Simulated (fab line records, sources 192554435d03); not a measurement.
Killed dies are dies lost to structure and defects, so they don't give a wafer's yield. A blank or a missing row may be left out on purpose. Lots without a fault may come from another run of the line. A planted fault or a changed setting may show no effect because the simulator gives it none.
fab line records | flow n5_finfet
record lots=24 wafers=72 last_day=19
route steps=1938 shown PMOS_HMC_CHANNEL_EPI@82 FIN_SAQP@101
lots that met no fault: from a run of the same line without faults
start_h: hours from the record's first day to the start of the lot's first wafer shown | wait_h: hours since the lot's step before | " the same as in the row above | L1.1+2: a row that stands for several wafers | - no value, or no start given | * or withheld: withheld | < > ~ a bound
route shown NAME@n: a module of which the file shows steps, and the number in the route of the first | usual: mean/standard deviation of fault-free wafers | same: alike in all rows | chamber/n: place in a boat | sites: the reading at each site | _std_site: their standard deviation | _edge_site: outer sites' mean less inner sites' | radius_mm: how far each site lies from the wafer's centre | mask NAME#n: copy n | behind: the tool/chamber that last shaped the wafer | hold: why the lot was held/for how many hours/how that ended | device: the transistor (n, p or np) that didn't switch | end of line: the same wafers' tests at the end of the route | a step without rows: its recipe alone | killed: dies lost to structure and defects at the first sort, not the wafer's yield | map: a wafer's dies, x killed, . not, _ none there
set.NAME: the setting as run; set.NAME@STEP: as run at that earlier step | model.NAME: the simulator's own value behind a step, which no gauge read
steps of the route over a sample of lots; a table a step, a row a wafer
services: from which hour (start_h, from the record's first day; less than 0 if before it) a tool's chamber was out of use, for how many hours, and why
## steps
# step N5_PMOS_HMC_CHANNEL_EPI_THK_MEAS_22
# recipe reads=SiGe30_of_PMOS_HMC_CHANNEL_EPI_EPI_20
# usual HMC_CMP_THK=54.3/1
# columns lot.wafer tool chamber start_h wait_h HMC_CMP_THK[nm]
L074.2 film_metro-02 - 19.34 - 54.8
L074.3 " - " " 54.8
L074.5 " - " " 54.1
L075.3 film_metro-02 - 26.09 - 53.1
L075.4 " - " " 56.7
L075.6 " - " " 55.0
L076.1 film_metro-01 - 32.45 - 55.3
L076.5 " - " " 54.4
L076.6 " - " " 53.9
L077.1 film_metro-02 - 38.73 - 53.7
L077.2 " - " " 52.2
L077.5 " - " " 54.0
L078.2 film_metro-02 - 43.50 - 53.7
L078.3 " - " " 56.8
L078.6 " - " " 56.7
L079.1 film_metro-01 - 49.91 - 53.8
L079.2 " - " " 54.1
L079.3 " - " " 55.6
L080.1 film_metro-02 - 56.15 - 52.7
L080.3 " - " " 53.9
L080.4 " - " " 55.2
L081.1 film_metro-01 - 62.35 - 53.9
L081.2 " - " " 53.8
L081.4 " - " " 53.2
L082.1 film_metro-01 - 68.13 - 53.6
L082.2 " - " " 55.3
L082.5 " - " " 55.1
L083.1 film_metro-02 - 75.05 - 54.4
L083.2 " - " " 56.4
L083.5 " - " " 53.3
L084.2 film_metro-02 - 79.95 - 55.6
L084.4 " - " " 53.8
L084.6 " - " " 53.8
L085.3 film_metro-01 - 85.79 - 53.1
L085.5 " - " " 55.8
L085.6 " - " " 53.7
L086.1 film_metro-01 - 92.15 - 56.5
L086.2 " - " " 54.0
L086.4 " - " " 55.2
L087.4 film_metro-02 - 98.20 - 56.0
L087.5 " - " " 54.3
L087.6 " - " " 56.5
L088.1 film_metro-02 - 104.71 - 55.8
L088.2 " - " " 53.6
L088.4 " - " " 56.2
L089.1 film_metro-02 - 109.88 - 52.9
L089.3 " - " " 54.3
L089.5 " - " " 54.3
L090.1 film_metro-02 - 115.95 - 54.3
L090.2 " - " " 54.5
L090.4 " - " " 55.2
L091.1 film_metro-01 - 122.31 - 54.8
L091.3 " - " " 55.0
L091.6 " - " " 55.0
L092.3 film_metro-02 - 127.83 - 56.0
L092.4 " - " " 53.6
L092.5 " - " " 55.2
L093.1 film_metro-02 - 134.08 - 53.9
L093.3 " - " " 52.1
L093.5 " - " " 53.7
L094.1 film_metro-01 - 140.01 - 55.1
L094.2 " - " " 53.7
L094.5 " - " " 53.3
L095.1 film_metro-02 - 145.51 - 54.5
L095.5 " - " " 53.6
L095.6 " - " " 54.5
L096.3 film_metro-02 - 153.07 - 53.4
L096.5 " - " " 53.3
L096.6 " - " " 55.3
L097.1 film_metro-02 - 158.43 - 53.3
L097.3 " - " " 54.6
L097.5 " - " " 55.3
# step N5_PMOS_HMC_CHANNEL_EPI_EPI_26
# recipe material=Si target_thk_a=38 temp_c=650 precursor=SiH4/H2 pressure_torr=20 time_s=22.7
# usual chamber_pressure_Torr=20.00/0.043 throttle_valve_pct=10.9/0.37
# columns lot.wafer tool chamber start_h wait_h chamber_pressure_Torr throttle_valve_pct
L074.2 epi_rpcvd-03 0 19.49 0.1 19.97 10.6
L074.3 " 0 " " 20.00 10.4
L074.5 " 0 " " 19.98 10.3
L075.3 epi_rpcvd-02 0 26.30 0.1 19.96 11.3
L075.4 " 0 " " 19.98 11.0
L075.6 " 0 " " 19.92 11.2
L076.1 epi_rpcvd-02 0 32.56 0.0 20.07 11.2
L076.5 " 0 " " 20.06 11.0
L076.6 " 0 " " 19.98 11.2
L077.1 epi_rpcvd-03 0 38.84 0.0 20.08 10.6
L077.2 " 0 " " 20.03 10.6
L077.5 " 0 " " 20.01 10.5
L078.2 epi_rpcvd-02 0 43.66 0.1 20.00 10.9
L078.3 " 0 " " 20.10 11.1
L078.6 " 0 " " 20.01 10.9
L079.1 epi_rpcvd-03 0 50.02 0.0 20.01 10.5
L079.2 " 0 " " 20.01 10.4
L079.3 " 0 " " 20.04 10.5
L080.1 epi_rpcvd-03 0 56.26 0.0 20.00 10.4
L080.3 " 0 " " 19.99 10.7
L080.4 " 0 " " 20.01 10.5
L081.1 epi_rpcvd-03 0 62.46 0.0 19.99 10.6
L081.2 " 0 " " 19.94 10.7
L081.4 " 0 " " 19.98 10.6
L082.1 epi_rpcvd-03 0 68.24 0.0 20.09 10.7
L082.2 " 0 " " 20.02 10.3
L082.5 " 0 " " 20.02 10.4
L083.1 epi_rpcvd-03 0 75.16 0.0 19.95 10.4
L083.2 " 0 " " 20.00 10.5
L083.5 " 0 " " 19.98 10.9
L084.2 epi_rpcvd-02 0 80.13 0.1 20.01 11.1
L084.4 " 0 " " 20.06 11.2
L084.6 " 0 " " 20.01 10.9
L085.3 epi_rpcvd-04 0 86.03 0.2 20.10 11.3
L085.5 " 0 " " 20.11 11.3
L085.6 " 0 " " 20.06 11.1
L086.1 epi_rpcvd-04 0 92.26 0.0 20.05 11.7
L086.2 " 0 " " 19.95 11.3
L086.4 " 0 " " 19.99 11.3
L087.4 epi_rpcvd-02 0 98.51 0.2 19.89 11.1
L087.5 " 0 " " 19.95 11.1
L087.6 " 0 " " 19.97 11.0
L088.1 epi_rpcvd-03 0 104.82 0.0 20.04 10.5
L088.2 " 0 " " 20.04 10.5
L088.4 " 0 " " 20.05 10.6
L089.1 epi_rpcvd-02 0 109.99 0.0 19.92 11.1
L089.3 " 0 " " 20.04 11.0
L089.5 " 0 " " 19.92 11.2
L090.1 epi_rpcvd-03 0 116.06 0.0 20.05 10.6
L090.2 " 0 " " 20.01 10.7
L090.4 " 0 " " 20.02 10.4
L091.1 epi_rpcvd-04 0 122.42 0.0 20.05 11.4
L091.3 " 0 " " 20.05 11.8
L091.6 " 0 " " 19.98 11.2
L092.3 epi_rpcvd-03 0 128.07 0.2 19.93 10.4
L092.4 " 0 " " 19.98 10.4
L092.5 " 0 " " 19.97 10.6
L093.1 epi_rpcvd-04 0 134.19 0.0 19.98 11.4
L093.3 " 0 " " 20.00 11.4
L093.5 " 0 " " 20.03 11.4
L094.1 epi_rpcvd-02 0 140.13 0.0 20.00 11.0
L094.2 " 0 " " 19.96 10.9
L094.5 " 0 " " 19.96 11.2
L095.1 epi_rpcvd-02 0 145.62 0.0 20.05 11.0
L095.5 " 0 " " 20.03 10.7
L095.6 " 0 " " 20.02 11.3
L096.3 epi_rpcvd-02 0 153.28 0.1 19.93 11.2
L096.5 " 0 " " 20.02 10.9
L096.6 " 0 " " 20.02 11.1
L097.1 epi_rpcvd-03 0 158.54 0.0 20.03 10.6
L097.3 " 0 " " 20.00 10.6
L097.5 " 0 " " 19.98 10.6
# step N5_FIN_SAQP_THK_MEAS_07
# usual thk_nm=59.9/0.97
# columns lot.wafer tool chamber start_h wait_h thk_nm
L074.2 film_metro-01 - 20.77 0.1 58.7
L074.3 " - " " 58.4
L074.5 " - " " 58.6
L075.3 film_metro-01 - 27.49 0.1 59.3
L075.4 " - " " 60.7
L075.6 " - " " 61.7
L076.1 film_metro-02 - 34.11 0.1 59.4
L076.5 " - " " 60.8
L076.6 " - " " 59.4
L077.1 film_metro-01 - 40.15 0.1 60.3
L077.2 " - " " 59.1
L077.5 " - " " 59.5
L078.2 film_metro-02 - 44.81 0.1 60.8
L078.3 " - " " 58.9
L078.6 " - " " 60.2
L079.1 film_metro-02 - 51.97 0.1 59.1
L079.2 " - " " 60.2
L079.3 " - " " 58.7
L080.1 film_metro-02 - 57.56 0.1 58.8
L080.3 " - " " 60.0
L080.4 " - " " 60.3
L081.1 film_metro-01 - 63.97 0.1 59.8
L081.2 " - " " 60.5
L081.4 " - " " 60.9
L082.1 film_metro-01 - 69.68 0.1 59.3
L082.2 " - " " 58.3
L082.5 " - " " 59.3
L083.1 film_metro-01 - 76.47 0.1 61.3
L083.2 " - " " 59.1
L083.5 " - " " 60.1
L084.2 film_metro-01 - 81.37 0.1 60.4
L084.4 " - " " 60.7
L084.6 " - " " 59.6
L085.3 film_metro-01 - 87.21 0.1 61.7
L085.5 " - " " 62.1
L085.6 " - " " 61.2
L086.1 film_metro-02 - 94.44 0.1 60.1
L086.2 " - " " 61.8
L086.4 " - " " 62.2
L087.4 film_metro-02 - 99.67 0.0 60.5
L087.5 " - " " 60.1
L087.6 " - " " 59.3
L088.1 film_metro-01 - 106.17 0.1 59.0
L088.2 " - " " 60.9
L088.4 " - " " 60.6
L089.1 film_metro-01 - 111.36 0.1 58.7
L089.3 " - " " 59.2
L089.5 " - " " 60.1
L090.1 film_metro-01 - 118.86 0.1 58.6
L090.2 " - " " 58.4
L090.4 " - " " 59.8
L091.1 film_metro-01 - 124.28 0.1 59.8
L091.3 " - " " 58.6
L091.6 " - " " 60.1
L092.3 film_metro-02 - 129.34 0.1 59.4
L092.4 " - " " 60.2
L092.5 " - " " 60.4
L093.1 film_metro-01 - 135.44 0.1 59.0
L093.3 " - " " 58.1
L093.5 " - " " 60.4
L094.1 film_metro-02 - 141.34 0.1 60.4
L094.2 " - " " 59.6
L094.5 " - " " 61.1
L095.1 film_metro-02 - 146.82 0.1 58.7
L095.5 " - " " 60.6
L095.6 " - " " 60.4
L096.3 film_metro-01 - 154.39 0.1 60.5
L096.5 " - " " 60.1
L096.6 " - " " 61.2
L097.1 film_metro-02 - 159.74 0.1 59.3
L097.3 " - " " 60.5
L097.5 " - " " 61.2
# step N5_FIN_SAQP_MANDREL1_REMOVE_56
# recipe chemistry=HBr/Cl2/O2 bt_time_s=10 target=a-Si stop_on=SiNx endpoint=OES-SiCl over_etch_frac=1 icp_w=600 bias_w=22 HBr_flow_sccm=150 Cl2_flow_sccm=80 O2_flow_sccm=5 pressure_mtorr=10
# usual drypump_motor_current_A=5.6/0.51 oes_product_au=1.007/0.014 throttle_valve_pct=36.8/0.55
# columns lot.wafer tool chamber start_h wait_h drypump_motor_current_A oes_product_au rf_hours_counter_h throttle_valve_pct
L074.2 rie_si-01 3 23.61 0.1 5.6 0.985 81 37.4
L074.3 " 2 " " 6.4 0.993 32 35.6
L074.5 " 1 " " 4.6 1.014 - 36.8
L075.3 rie_si-04 0 30.06 0.1 5.0 1.001 123 37.0
L075.4 " 2 " " 6.4 1.028 85 36.8
L075.6 " 1 " " 5.5 1.035 - 36.4
L076.1 rie_si-03 3 42.25 0.1 6.3 0.990 13 37.4
L076.5 " 2 " " 5.7 1.011 - 37.1
L076.6 " 1 " " 5.5 0.993 - 36.2
L077.1 rie_si-03 1 42.65 0.1 5.5 0.987 34 36.2
L077.2 " 2 " " 5.7 1.009 170 37.1
L077.5 " 1 " " 5.5 0.982 - 36.2
L078.2 rie_si-01 2 47.63 0.1 6.4 0.996 32 35.6
L078.3 " 3 " " 5.6 0.983 82 37.4
L078.6 " 0 " " 5.6 0.999 - 36.7
L079.1 rie_si-03 1 55.19 0.1 5.6 0.995 34 36.2
L079.2 " 3 " " 6.3 1.004 14 37.3
L079.3 " 2 " " 5.7 1.016 171 37.1
L080.1 rie_si-03 1 60.37 0.1 5.6 1.003 35 36.2
L080.3 " 0 " " 5.5 1.035 0 36.1
L080.4 " 3 " " 6.2 0.998 14 37.4
L081.1 rie_si-01 3 66.84 0.1 5.6 0.977 82 37.4
L081.2 " 2 " " 6.4 1.007 32 35.6
L081.4 " 1 " " 4.6 1.010 177 36.8
L082.1 rie_si-01 2 72.37 0.1 6.4 0.997 32 35.6
L082.2 " 0 " " 5.6 0.995 7 36.6
L082.5 " 3 " " 5.6 0.984 - 37.4
L083.1 rie_si-04 2 78.94 0.1 6.4 1.017 86 36.8
L083.2 " 1 " " 5.5 1.012 119 36.4
L083.5 " 1 " " 5.5 1.028 - 36.5
L084.2 rie_si-04 3 85.52 0.1 5.8 0.997 106 37.5
L084.4 " 2 " " 6.4 1.022 86 36.8
L084.6 " 1 " " 5.5 1.034 - 36.4
L085.3 rie_si-01 0 89.77 0.1 5.6 1.007 7 36.7
L085.5 " 3 " " 5.6 0.996 - 37.4
L085.6 " 0 " " 5.6 1.005 - 36.6
L086.1 rie_si-04 2 97.63 0.1 6.4 1.028 86 36.8
L086.2 " 3 " " 5.8 1.006 106 37.5
L086.4 " 1 " " 5.5 1.025 119 36.4
L087.4 rie_si-03 2 102.24 0.1 5.7 0.998 171 37.1
L087.5 " 1 " " 5.5 1.003 - 36.2
L087.6 " 0 " " 5.6 1.017 - 36.1
L088.1 rie_si-04 2 108.80 0.1 6.4 1.024 86 36.8
L088.2 " 1 " " 5.5 1.034 119 36.5
L088.4 " 0 " " 5.1 1.008 125 37.0
L089.1 rie_si-01 0 114.39 0.1 5.6 1.010 7 36.6
L089.3 " 2 " " 6.4 1.002 33 35.6
L089.5 " 0 " " 5.7 0.997 - 36.6
L090.1 rie_si-03 3 121.24 0.1 6.3 1.010 15 37.3
L090.2 " 1 " " 5.5 0.994 36 36.2
L090.4 " 0 " " 5.5 1.034 1 36.1
L091.1 rie_si-01 3 126.78 0.1 5.6 0.986 84 37.4
L091.3 " 2 " " 6.4 1.009 34 35.7
L091.6 " 1 " " 4.6 1.019 - 36.8
L092.3 rie_si-03 1 132.00 0.1 5.6 0.989 36 36.2
L092.4 " 2 " " 5.7 1.006 172 37.1
L092.5 " 3 " " 6.3 1.004 - 37.4
L093.1 rie_si-01 1 139.80 0.1 4.6 1.010 179 36.8
L093.3 " 2 " " 6.4 1.006 34 35.6
L093.5 " 2 " " 6.4 1.002 - 35.6
L094.1 rie_si-04 1 144.24 0.1 5.5 1.029 120 36.5
L094.2 " 3 " " 5.7 0.996 107 37.5
L094.5 " 0 " " 5.1 1.012 - 37.0
L095.1 rie_si-04 1 149.52 0.1 5.5 1.028 120 36.5
L095.5 " 3 " " 5.8 0.999 - 37.5
L095.6 " 0 " " 5.1 1.008 - 37.0
L096.3 rie_si-01 1 156.99 0.1 4.6 1.025 179 36.8
L096.5 " 1 " " 4.6 1.031 - 36.8
L096.6 " 0 " " 5.7 0.989 - 36.6
L097.1 rie_si-03 0 163.31 0.1 5.5 1.029 2 36.1
L097.3 " 3 " " 6.3 1.007 16 37.3
L097.5 " 2 " " 5.7 1.015 - 37.1
# step N5_FIN_SAQP_CD_MEAS_27
# recipe target_cd_nm=20 landing_energy_ev=1000 detector=se_inlens polarity=line
# usual cd_nm=20.27/0.25
# columns lot.wafer tool chamber start_h wait_h cd_nm
L074.2 cd_sem-02 0 23.72 0.1 20.21
L074.3 " 0 " " 20.26
L074.5 " 0 " " 20.47
L075.3 cd_sem-02 0 30.18 0.1 20.50
L075.4 " 0 " " 20.18
L075.6 " 0 " " 20.07
L076.1 cd_sem-03 0 42.36 0.1 20.48
L076.5 " 0 " " 20.17
L076.6 " 0 " " 20.25
L077.1 cd_sem-02 0 42.76 0.1 20.55
L077.2 " 0 " " 20.34
L077.5 " 0 " " 20.26
L078.2 cd_sem-02 0 47.75 0.1 19.78
L078.3 " 0 " " 20.02
L078.6 " 0 " " 19.81
L079.1 cd_sem-02 0 55.30 0.1 20.75
L079.2 " 0 " " 19.76
L079.3 " 0 " " 20.13
L080.1 cd_sem-01 0 60.48 0.1 20.09
L080.3 " 0 " " 20.43
L080.4 " 0 " " 20.04
L081.1 cd_sem-02 0 66.95 0.1 20.00
L081.2 " 0 " " 20.27
L081.4 " 0 " " 20.43
L082.1 cd_sem-03 0 72.48 0.1 20.18
L082.2 " 0 " " 20.13
L082.5 " 0 " " 20.18
L083.1 cd_sem-01 0 79.05 0.1 20.27
L083.2 " 0 " " 20.12
L083.5 " 0 " " 20.34
L084.2 cd_sem-03 0 85.63 0.1 20.33
L084.4 " 0 " " 20.52
L084.6 " 0 " " 20.27
L085.3 cd_sem-02 0 89.89 0.1 19.97
L085.5 " 0 " " 20.34
L085.6 " 0 " " 19.94
L086.1 cd_sem-01 0 97.74 0.1 20.57
L086.2 " 0 " " 20.21
L086.4 " 0 " " 19.80
L087.4 cd_sem-01 0 102.36 0.1 20.56
L087.5 " 0 " " 20.24
L087.6 " 0 " " 20.21
L088.1 cd_sem-02 0 108.91 0.1 19.88
L088.2 " 0 " " 20.60
L088.4 " 0 " " 21.01
L089.1 cd_sem-02 0 114.50 0.1 19.98
L089.3 " 0 " " 20.31
L089.5 " 0 " " 20.00
L090.1 cd_sem-02 0 121.35 0.1 20.63
L090.2 " 0 " " 20.04
L090.4 " 0 " " 20.21
L091.1 cd_sem-02 0 126.90 0.1 20.21
L091.3 " 0 " " 20.48
L091.6 " 0 " " 20.47
L092.3 cd_sem-01 0 132.11 0.1 20.17
L092.4 " 0 " " 20.42
L092.5 " 0 " " 20.30
L093.1 cd_sem-03 0 139.91 0.1 20.46
L093.3 " 0 " " 19.94
L093.5 " 0 " " 19.96
L094.1 cd_sem-01 0 144.35 0.1 20.02
L094.2 " 0 " " 20.05
L094.5 " 0 " " 20.46
L095.1 cd_sem-01 0 149.63 0.1 20.30
L095.5 " 0 " " 20.49
L095.6 " 0 " " 20.27
L096.3 cd_sem-03 0 157.10 0.1 20.38
L096.5 " 0 " " 19.92
L096.6 " 0 " " 20.42
L097.1 cd_sem-03 0 163.42 0.1 20.14
L097.3 " 0 " " 20.58
L097.5 " 0 " " 20.31
# step N5_FIN_SAQP_STRIP_70
# recipe chemistry=N2/H2 power_w=500 temp_c=40 pressure_mtorr=50 rf_frequency_hz=6e+07 overash_fraction=0.3 bias_power_w=28 h2_frac=0.5 n2_flow_sccm=300 h2_flow_sccm=300
# usual drypump_motor_current_A=5.5/0.43 oes_product_au=0.76/0.077 rf_vpp_V=121.8/1 showerhead_plenum_p_Torr=3.36/0.11 temp_c=39.99/0.11 throttle_valve_pct=18.8/0.35
# columns lot.wafer tool chamber start_h wait_h drypump_motor_current_A oes_product_au rf_hours_counter_h rf_vpp_V showerhead_plenum_p_Torr temp_c throttle_valve_pct
L074.2 rie_diel-03 2 24.55 0.0 5.3 0.78 129 121.6 3.22 40.13 18.6
L074.3 " 1 " " 5.8 0.72 166 120.6 3.34 40.10 18.6
L074.5 " 0 " " 5.0 0.69 - 121.3 3.41 39.97 18.6
L075.3 rie_diel-04 0 31.01 0.0 5.9 0.73 157 123.0 3.52 39.92 19.1
L075.4 " 3 " " 6.0 0.72 - 122.5 3.48 39.96 19.0
L075.6 " 1 " " 5.7 0.82 - 122.3 3.39 40.21 19.0
L076.1 rie_diel-02 3 43.18 0.0 5.7 0.70 216 121.5 3.28 40.10 18.5
L076.5 " 1 " " 5.5 0.73 - 122.6 3.36 40.11 19.3
L076.6 " 2 " " 5.3 0.83 - 122.6 3.51 39.88 18.7
L077.1 rie_diel-02 3 43.58 0.0 5.7 0.70 216 121.7 3.28 40.13 18.4
L077.2 " 0 " " 6.3 0.89 33 123.3 3.39 39.96 18.4
L077.5 " 1 " " 5.5 0.74 - 120.6 3.36 39.93 19.3
L078.2 rie_diel-04 1 48.90 0.0 5.7 0.81 131 120.9 3.39 40.15 19.0
L078.3 " 3 " " 6.0 0.72 221 121.2 3.48 39.89 19.0
L078.6 " 3 " " 6.0 0.72 - 123.0 3.48 39.99 19.0
L079.1 rie_diel-03 2 56.22 0.0 5.3 0.77 141 121.7 3.21 39.93 18.6
L079.2 " 1 " " 5.9 0.71 179 122.5 3.34 40.09 18.6
L079.3 " 3 " " 4.9 0.70 228 122.9 3.18 39.85 19.1
L080.1 rie_diel-04 1 61.39 0.0 5.7 0.79 138 120.9 3.39 39.93 19.0
L080.3 " 1 " " 5.7 0.80 - 121.3 3.39 39.82 19.0
L080.4 " 3 " " 6.0 0.71 - 120.6 3.47 39.99 19.1
L081.1 rie_diel-04 0 67.77 0.0 5.8 0.70 172 123.7 3.52 40.17 19.2
L081.2 " 3 " " 6.0 0.70 230 123.0 3.47 39.88 19.1
L081.4 " 0 " " 5.8 0.72 - 120.6 3.52 40.06 19.2
L082.1 rie_diel-03 1 73.31 0.0 5.8 0.70 184 122.3 3.34 39.83 18.6
L082.2 " 3 " " 4.9 0.70 234 121.3 3.18 40.04 19.1
L082.5 " 0 " " 5.0 0.92 - 121.9 3.40 39.96 18.2
L083.1 rie_diel-03 1 79.87 0.0 5.9 0.70 186 121.7 3.33 39.96 18.6
L083.2 " 3 " " 4.9 0.70 235 120.6 3.18 39.85 19.1
L083.5 " 0 " " 5.0 0.93 - 122.3 3.40 39.95 18.2
L084.2 rie_diel-02 3 86.65 0.0 5.7 0.70 233 121.5 3.28 40.08 18.5
L084.4 " 3 " " 5.7 0.69 - 121.2 3.28 40.10 18.5
L084.6 " 2 " " 5.3 0.81 - 123.2 3.51 39.98 18.8
L085.3 rie_diel-03 2 90.77 0.0 5.2 0.75 152 120.3 3.21 39.82 18.6
L085.5 " 0 " " 5.0 0.91 - 121.7 3.40 40.09 18.2
L085.6 " 1 " " 5.8 0.69 - 122.3 3.33 39.96 18.6
L086.1 rie_diel-03 2 98.56 0.0 5.2 0.76 154 121.7 3.21 39.93 18.6
L086.2 " 3 " " 4.9 0.69 240 120.5 3.17 40.04 19.1
L086.4 " 1 " " 5.9 0.70 192 121.1 3.33 40.10 18.6
L087.4 rie_diel-03 3 103.41 0.0 4.9 0.69 241 121.8 3.18 39.86 19.1
L087.5 " 3 " " 4.9 0.69 - 120.3 3.18 39.71 19.1
L087.6 " 2 " " 5.3 0.75 - 121.9 3.21 40.00 18.6
L088.1 rie_diel-04 1 109.73 0.0 5.7 0.79 157 121.4 3.38 39.99 19.0
L088.2 " 2 " " 6.2 0.70 244 120.1 3.17 40.03 18.9
L088.4 " 3 " " 6.0 0.70 246 122.9 3.46 39.96 19.1
L089.1 rie_diel-03 1 115.43 0.0 5.8 0.70 199 121.2 3.33 40.15 18.6
L089.3 " 0 " " 5.0 0.89 19 121.6 3.40 40.10 18.2
L089.5 " 3 " " 4.9 0.68 - 119.6 3.17 40.11 19.1
L090.1 rie_diel-03 0 122.17 0.0 5.0 0.87 22 122.2 3.39 39.91 18.2
L090.2 " 3 " " 4.9 0.69 247 120.9 3.17 39.90 19.1
L090.4 " 3 " " 4.9 0.69 - 119.5 3.17 39.94 19.1
L091.1 rie_diel-03 3 127.72 0.0 4.9 0.69 248 121.5 3.17 40.03 19.1
L091.3 " 0 " " 5.0 0.88 23 122.5 3.39 40.12 18.2
L091.6 " 3 " " 4.8 0.69 - 122.4 3.17 40.17 19.1
L092.3 rie_diel-03 3 133.09 0.0 4.9 0.69 250 119.4 3.17 40.01 19.1
L092.4 " 2 " " 5.2 0.75 165 121.6 3.20 40.10 18.7
L092.5 " 0 " " 5.0 0.87 - 123.1 3.39 40.09 18.2
L093.1 rie_diel-03 2 140.86 0.0 5.2 0.75 168 120.1 3.20 39.97 18.6
L093.3 " 1 " " 5.8 0.69 208 123.7 3.32 40.14 18.6
L093.5 " 2 " " 5.3 0.75 - 122.4 3.20 40.11 18.7
L094.1 rie_diel-02 0 145.52 0.0 6.4 0.84 66 123.0 3.37 40.07 18.4
L094.2 " 1 " " 5.5 0.71 233 121.1 3.34 40.06 19.4
L094.5 " 0 " " 6.3 0.84 - 122.4 3.37 40.07 18.4
L095.1 rie_diel-02 2 150.61 0.0 5.2 0.79 110 121.8 3.49 40.10 18.8
L095.5 " 1 " " 5.5 0.71 - 121.4 3.34 40.01 19.4
L095.6 " 2 " " 5.2 0.79 - 122.4 3.49 40.16 18.8
L096.3 rie_diel-04 3 157.91 0.0 6.0 0.95 12 122.3 3.45 39.88 18.7
L096.5 " 1 " " 5.7 0.77 - 122.4 3.37 39.78 19.1
L096.6 " 0 " " 5.8 0.69 - 122.7 3.50 39.81 19.2
L097.1 rie_diel-04 0 164.50 0.0 5.8 0.69 209 121.0 3.50 39.97 19.2
L097.3 " 1 " " 5.7 0.77 175 120.7 3.36 40.15 19.1
L097.5 " 3 " " 6.0 0.94 - 123.7 3.45 40.08 18.7
## services
# columns tool chamber start_h hours kind
epi_rpcvd-03 - -2.90 1.0 repair
rie_diel-04 1 5.33 8.7 repair
epi_rpcvd-04 - 6.05 3.1 repair
rie_si-03 0 24.91 2.5 repair
rie_si-01 - 26.86 0.3 repair
rie_diel-03 0 40.31 - clean
rie_diel-03 0 40.31 - consumable_replace:focus_ring
rie_diel-04 3 41.59 1.3 repair
rie_diel-03 3 45.61 4.3 repair
rie_diel-02 1 52.92 1.5 repair
rie_diel-04 0 57.66 4.1 repair
rie_si-03 3 65.05 3.2 repair
epi_rpcvd-03 - 69.78 0.5 pm
rie_diel-02 0 73.23 5.6 repair
rie_si-03 - 77.39 0.4 repair
rie_diel-02 0 82.78 5.5 repair
rie_diel-04 0 98.94 4.2 repair
rie_si-01 0 122.45 26.4 repair
rie_si-04 - 125.19 14.6 pm
rie_diel-03 3 134.34 - clean
rie_diel-03 3 134.34 - consumable_replace:focus_ring
rie_si-03 3 140.43 4.8 repair
rie_si-04 3 146.87 2.2 repair
rie_diel-04 0 148.13 4.3 repair
## key
fault none
